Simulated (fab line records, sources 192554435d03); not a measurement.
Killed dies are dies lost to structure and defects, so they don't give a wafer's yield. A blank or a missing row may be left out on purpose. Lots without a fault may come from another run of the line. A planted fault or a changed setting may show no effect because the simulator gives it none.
Which tool did it? | flow n5_finfet | 9 lots, 27 wafers sampled, at 6 steps of a route of 1938

WHAT THE GAUGES READ, wafer by wafer
N5_BEOL_M0_RS_MEAS_126: measures by four-point-probe.
lot  | measured     | on            | M0_RS (ohm/sq)
L506 | day 6 16:58  | film_metro-02 | 0.555 0.519 0.526
L508 | day 6 18:44  | film_metro-02 | 0.517 0.548 0.511
L510 | day 7 00:58  | film_metro-02 | 0.511 0.520 0.499
L509 | day 7 01:50  | film_metro-01 | 0.548 0.559 0.526
L515 | day 8 03:49  | film_metro-02 | 0.561 0.539 0.529
L516 | day 8 07:22  | film_metro-02 | 0.541 0.536 0.563
L525 | day 10 17:25 | film_metro-01 | 0.522 0.523 0.521
L526 | day 10 23:14 | film_metro-01 | 0.551 0.562 0.519
L527 | day 11 07:23 | film_metro-01 | 0.564 0.526 0.536

N5_BEOL_M1_INSPECT_13: inspects for defects (brightfield).
lot  | measured     | on                | raw_defect_count
L506 | day 6 17:53  | defect_inspect-01 | 326 480 509
L508 | day 6 19:34  | defect_inspect-02 | 452 432 428
L510 | day 7 01:53  | defect_inspect-02 | 292 287 437
L509 | day 7 02:33  | defect_inspect-02 | 482 377 489
L515 | day 8 04:49  | defect_inspect-01 | 358 356 1429
L516 | day 8 08:13  | defect_inspect-02 | 1642 425 1438
L525 | day 10 19:54 | defect_inspect-02 | 360 380 339
L526 | day 11 03:31 | defect_inspect-01 | 349 337 367
L527 | day 11 09:34 | defect_inspect-01 | 423 437 292

N5_BEOL_M1_CD_MEAS_18: pitch 36 nm, target cd 18 nm.
lot  | measured     | on        | cd_nm (nm)
L506 | day 6 20:17  | cd_sem-03 | 18.2 18.4 18.5
L508 | day 6 22:47  | cd_sem-02 | 18.0 18.4 18.1
L510 | day 7 02:52  | cd_sem-02 | 18.2 18.2 18.0
L509 | day 7 03:05  | cd_sem-03 | 18.6 18.4 18.4
L515 | day 8 05:22  | cd_sem-02 | 18.4 17.2 18.0
L516 | day 8 08:41  | cd_sem-01 | 18.8 18.5 18.3
L525 | day 10 20:25 | cd_sem-03 | 18.8 18.3 17.8
L526 | day 11 03:59 | cd_sem-01 | 17.7 18.0 18.3
L527 | day 11 10:17 | cd_sem-01 | 17.8 17.8 17.7

N5_BEOL_M4_RC_MEAS_101.
lot  | measured     | on        | DIBL_N (mV/V)  | DIBL_P (mV/V)  | IOFF_N (nA/um)    | IOFF_P (nA/um) | ION_N (uA/um) | ION_P (uA/um) | SS_N (mV/dec)  | SS_P (mV/dec)  | VT_N (mV)         | VT_P (mV)
L506 | day 9 00:48  | prober-02 | 37.5 34.2 36.4 | 37.4 33.4 35.8 | 0.178 0.133 0.157 | 0.29 0.23 0.26 | 673 672 666   | 469 475 468   | 71.7 70.0 71.2 | 73.6 73.3 73.5 | 248.0 251.1 253.0 | -242 -245 -243
L508 | day 13 19:13 | prober-01 | 34.5 36.8 37.0 | 35.1 38.3 39.3 | 0.143 0.181 0.202 | 0.19 0.23 0.26 | 664 683 688   | 458 470 469   | 71.8 71.7 72.3 | 73.2 74.0 73.5 | 250.0 249.0 244.7 | -254 -251 -247
L510 | day 10 23:41 | prober-02 | 37.7 38.0 34.4 | 38.6 38.8 34.9 | 0.180 0.185 0.128 | 0.23 0.23 0.17 | 685 679 671   | 477 467 462   | 71.5 72.4 71.1 | 73.7 73.4 72.3 | 249.5 246.9 252.7 | -247 -248 -250
L509 | day 11 04:26 | prober-02 | 32.7 35.9 36.7 | 32.2 34.8 36.0 | 0.103 0.140 0.152 | 0.16 0.19 0.20 | 668 672 678   | 463 457 458   | 70.7 70.7 70.6 | 72.2 73.0 73.6 | 255.7 251.5 250.0 | -256 -255 -251
L515 | day 12 18:04 | prober-02 | 35.3 37.6 35.9 | 34.8 36.5 35.5 | 0.139 0.168 0.142 | 0.19 0.21 0.19 | 680 674 670   | 463 459 453   | 71.2 72.3 71.2 | 73.5 73.3 73.5 | 248.6 250.2 251.0 | -253 -250 -254
L516 | day 13 03:38 | prober-02 | 38.4 36.0 37.1 | 38.3 35.2 35.5 | 0.186 0.135 0.162 | 0.21 0.17 0.18 | 689 667 677   | 457 452 456   | 71.5 71.5 71.9 | 73.9 73.1 73.5 | 247.5 250.2 250.1 | -252 -253 -255
L525 | day 15 04:00 | prober-01 | 35.2 33.8 36.6 | 32.4 32.5 35.7 | 0.128 0.107 0.150 | 0.17 0.17 0.22 | 662 669 673   | 459 462 466   | 70.8 70.2 71.1 | 72.1 72.8 72.9 | 256.1 258.0 251.3 | -253 -255 -248
L526 | day 15 06:22 | prober-01 | 35.8 36.0 39.1 | 35.9 36.7 38.8 | 0.150 0.158 0.214 | 0.18 0.20 0.23 | 663 665 697   | 453 462 468   | 71.1 71.2 71.9 | 72.5 72.8 73.2 | 251.4 247.5 244.7 | -251 -249 -251
L527 | day 15 06:41 | prober-02 | 37.4 37.1 34.3 | 39.0 37.7 34.6 | 0.203 0.182 0.134 | 0.29 0.27 0.21 | 690 676 668   | 476 471 466   | 71.6 71.2 70.7 | 74.1 73.0 72.8 | 243.0 246.8 252.2 | -243 -244 -243

WHICH TOOL RAN EACH LOT (tool, then ch and the chambers of the sampled wafers, then the start)
lot  | N5_BEOL_M1_PECVD_72            | N5_BEOL_M1_HM_OPEN_17
L506 | pecvd-01 ch 0,1, day 6 17:08   | rie_metal-02 ch 0,1, day 6 20:04
L508 | pecvd-01 ch 0,1,2, day 6 18:54 | rie_metal-01 ch 0,1, day 6 22:31
L510 | pecvd-03 ch 1,2, day 7 01:08   | rie_metal-03 ch 0,1, day 7 02:34
L509 | pecvd-03 ch 0,1,2, day 7 02:01 | rie_metal-02 ch 0,1, day 7 02:55
L515 | pecvd-03 ch 0,1,2, day 8 03:58 | rie_metal-03 ch 1, day 8 05:11
L516 | pecvd-03 ch 1,2, day 8 07:34   | rie_metal-01 ch 0,1, day 8 08:30
L525 | pecvd-01 ch 0,2, day 10 17:35  | rie_metal-02 ch 0,1, day 10 20:13
L526 | pecvd-01 ch 1,2, day 10 23:24  | rie_metal-02 ch 0,1, day 11 03:48
L527 | pecvd-03 ch 0,2, day 11 07:32  | rie_metal-03 ch 0,1, day 11 10:05
- N5_BEOL_M1_PECVD_72: deposits SiO2 from TEOS/O2, target thk 16 nm, time 18 s.
- N5_BEOL_M1_HM_OPEN_17: chemistry Cl2/BCl3, target TiN, target depth 20 nm, overetch 6 nm.

WHAT THE TOOLS THEMSELVES READ (means of the sampled wafers that have a number; where no wafer has one, the mark that the record gives instead)
N5_BEOL_M1_PECVD_72.
lot  | tool     | heater_power_w (W) | showerhead_plenum_p_Torr (Torr) | showerhead_vpp_V (V) | throttle_valve_pct (%)
L506 | pecvd-01 | 807                | 8.78                            | 1248                 | 20.8
L508 | pecvd-01 | 741                | 8.75                            | 1296                 | 21.4
L510 | pecvd-03 | 691                | 8.83                            | 1317                 | 22.4
L509 | pecvd-03 | 701                | 8.79                            | 1298                 | 22.3
L515 | pecvd-03 | 637                | 8.80                            | 1297                 | 22.4
L516 | pecvd-03 | 720                | 8.80                            | 1326                 | 22.4
L525 | pecvd-01 | 727                | 8.75                            | 1324                 | 22.2
L526 | pecvd-01 | 762                | 8.78                            | 1244                 | 20.7
L527 | pecvd-03 | 624                | 8.76                            | 1280                 | 22.0

N5_BEOL_M1_HM_OPEN_17.
lot  | tool         | drypump_motor_current_A (A) | oes_product_au (a.u.) | throttle_valve_pct (%)
L506 | rie_metal-02 | 5.3                         | 0.75                  | 21.88
L508 | rie_metal-01 | 5.9                         | 0.67                  | 22.21
L510 | rie_metal-03 | 6.1                         | 0.62                  | 22.18
L509 | rie_metal-02 | 5.3                         | 0.74                  | 21.89
L515 | rie_metal-03 | 6.0                         | 0.54                  | 22.23
L516 | rie_metal-01 | 5.9                         | 0.66                  | 22.20
L525 | rie_metal-02 | 5.3                         | 0.72                  | 21.91
L526 | rie_metal-02 | 5.6                         | 0.72                  | 22.08
L527 | rie_metal-03 | 6.2                         | 0.64                  | 22.18

THE ANSWER, worked out from the rows above alone
Rule: what is usual is taken from the lots themselves. Put in order of their means at a reading, lots are off if they are a third of the lots or fewer, leave a main group of 4 or more, and stand apart from it by a gap of 3 or more times the standard deviation of the main group's means; of several such gaps the widest counts. A main group whose means are all the same, to the digits that the tables above print for the reading, isn't used. A lot without any number at a reading at which 4 lots or more have one is off too. The other lots that the step has rows for count as sound. The gauges are gone through in route order, then the tools' own readings, and for those a lot's mean is taken as printed above. The first step at which some lot is off is used, and at that step the reading that is off furthest; a lot without a number counts as furthest.
Off: L515, L516, at N5_BEOL_M1_INSPECT_13 (raw_defect_count). The main group: mean 394, standard deviation 43.
A tool fits if, at a process step before that reading, it ran every lot that is off, and no sound lot after the first of them. The gauges at N5_BEOL_M1_INSPECT_13 are tried like those tools. None of those tried fits.

WHAT THE SIMULATOR HAD PUT IN
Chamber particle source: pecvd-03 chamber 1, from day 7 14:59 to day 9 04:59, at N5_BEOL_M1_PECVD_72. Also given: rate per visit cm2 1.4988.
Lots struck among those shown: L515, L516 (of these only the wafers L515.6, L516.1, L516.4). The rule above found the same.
